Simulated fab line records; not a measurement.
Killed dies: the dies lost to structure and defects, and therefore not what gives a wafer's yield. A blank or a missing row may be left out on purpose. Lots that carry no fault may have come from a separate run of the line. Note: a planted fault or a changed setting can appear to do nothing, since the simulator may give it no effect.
A struck lot beside a sound one ; flow n5Finfet ; 36 steps out of a route of 1938
Sound: the wafers L895.1, L895.2, L895.4. Struck: wafers L888.1, L888.6 (left out: L888.2, a lot-mate that was not struck); the cause follows at the end.
Order at every step that has rows: each side's tool, ch and its chambers, its first start. Under that, the readings that differ: sound wafers ; struck wafers ; difference of the means ; sigmas: that difference in standard deviations of wafers without a fault.
alike: words and numbers the same on both sides, and readings whose means are apart by under 2 such deviations; not compared: readings that were withheld, readings missing a value for some wafer, numbers with overlapping values and no deviation given by the record, and bounds like >300 which may hide the same value.
The two part at a step that has a row with sigmas, a row that says differs or no value, or rows on one side only. When numbers do not overlap yet have no deviation, they are printed without sigmas and do not part them. A reading missing from all wafers of one side parts the sides only when that side holds two or more wafers.

first, 10 steps without rows for these wafers: N5_FIN_SAQP_DESCUM_21 (chemistry O2, time 7.9 s); N5_FIN_SAQP_ETCH_51 (etches SiARC in CF4, target depth 45.5 nm, time 75.8 s); N5_FIN_SAQP_ETCH_52 (etches SOC in N2/H2, target depth 100 nm, overetch 20 nm, time 150 s); N5_FIN_SAQP_STRIP_53 (strips in N2/H2); N5_FIN_SAQP_HM_OPEN_73 (chemistry CHF3/O2, target SiO2, stops on a-Si, target depth 12 nm, time 16.8 s); N5_FIN_SAQP_STRIP_74 (strips in CHF3/O2); N5_FIN_SAQP_MANDREL_ETCH_22 (etches a-Si in HBr/Cl2, stops on SiNx, target depth 60 nm, bt time 10 s, time 30 s); N5_FIN_SAQP_STRIP_55 (strips in N2/H2); N5_FIN_SAQP_STRIP_23 (strips in SPM, time 750 s); N5_FIN_SAQP_SRD_66 (time 30 s).
N5_FIN_SAQP_RECESS_75: chemistry HF/NH3, target SiO2, target depth 14.4 nm, afs cycles 3, sublimation time 60 s.
  sound on vaporEtch-02 ch 0,1, day 6 23:31; struck on vaporEtch-01 ch 0,1, day 5 05:17
  alike: drypumpMotorCurrentA
then, 23 steps without rows for these wafers: N5_FIN_SAQP_SPACER1_ALD_24 (deposits SiO2, target thk 20.3 nm, pulse time 1 s, purge time 2 s); N5_FIN_SAQP_SPACER1_ETCHBACK_25 (etches SiO2 in CHF3/O2, target depth 24.4 nm, time 12.2 s); N5_FIN_SAQP_MANDREL1_REMOVE_56 (chemistry HBr/Cl2/O2, target a-Si, stops on SiNx, bt time 10 s); N5_FIN_SAQP_ETCH_57 (etches SiNx in CH3F/O2, target depth 32.5 nm, time 46.4 s); N5_FIN_SAQP_ETCH_65 (etches SiO2 in CF4, target depth 4 nm, time 4.4 s); N5_FIN_SAQP_MANDREL_ETCH_58 (etches a-Si in HBr/Cl2, stops on SiNx, target depth 45 nm, bt time 10 s, time 27 s); N5_FIN_SAQP_RECESS_63 (chemistry HF/NH3, target SiO2, target depth 18 nm, afs cycles 3, sublimation time 60 s); N5_FIN_SAQP_COAT_68 (time 60 s, resist thk 100 nm); N5_FIN_SAQP_ETCH_69 (etches SOC in N2/H2, stops on SiNx, target depth 150 nm); N5_FIN_SAQP_ETCH_67 (etches SiNx in CH3F/O2, target depth 30 nm); N5_FIN_SAQP_STRIP_70 (strips in N2/H2); N5_FIN_SAQP_RECESS_71 (chemistry HF/NH3, target SiO2, target depth 3 nm, afs cycles 1, sublimation time 60 s); N5_FIN_SAQP_SPACER2_ALD_28 (deposits SiO2, target thk 8.1 nm, pulse time 1 s, purge time 2 s); N5_FIN_SAQP_SPACER2_ETCHBACK_29 (etches SiO2 in CHF3/O2, target depth 12.2 nm, time 6.1 s); N5_FIN_SAQP_MANDREL2_REMOVE_60 (chemistry HBr/Cl2/O2, target a-Si, stops on SiNx, bt time 10 s); N5_FIN_SAQP_HM_OPEN_33 (chemistry CH3F/O2, target SiNx, target depth 49.4 nm, time 70.6 s); N5_FIN_SAQP_ETCH_34 (etches SiO2 in C4F6/O2, target depth 45 nm, time 15 s); N5_FIN_SAQP_STRIP_77 (strips in N2/H2, time 90 s); N5_FIN_SAQP_ETCH_64 (etches SiO2 in CF4, target depth 1.5 nm); N5_FIN_SAQP_FIN_ETCH_36 (etches the open film in HBr/Cl2/O2, target depth 120 nm, time 50.4 s); N5_FIN_SAQP_PRECLEAN_38 (cleans in O3/DIW, time 45 s); N5_FIN_SAQP_PRECLEAN_45 (cleans in dHF, time 10 s); N5_FIN_SAQP_SRD_39 (time 30 s).
-- the record jumps here: 6 days lie between the struck wafers' starts before and after (it left off in module FIN_SAQP and takes up again in module BEOL_M4, whose first step shown is number 1111 of the route) --
N5_BEOL_M4_RC_MEAS_101:
  sound on prober-02 ch 0, day 13 19:33; struck on prober-02 ch 0, day 11 09:36
  alike: DIBL_N, DIBL_P, IOFF_N, IOFF_P, ION_N, ION_P, SS_N, SS_P, VT_N, VT_P
-- the record jumps here: 4 days lie between the struck wafers' starts before and after (it left off in module BEOL_M4 and takes up again in module PASSIVATION, whose first step shown is number 1936 of the route) --
N5_PASSIVATION_PROBE_49:
  the record has rows for the struck wafers here (prober-01, day 15 19:22) and none for the sound ones

== WHERE THEY PART ==
Only at N5_PASSIVATION_PROBE_49, within this record.

WHY: the cause the simulator had injected
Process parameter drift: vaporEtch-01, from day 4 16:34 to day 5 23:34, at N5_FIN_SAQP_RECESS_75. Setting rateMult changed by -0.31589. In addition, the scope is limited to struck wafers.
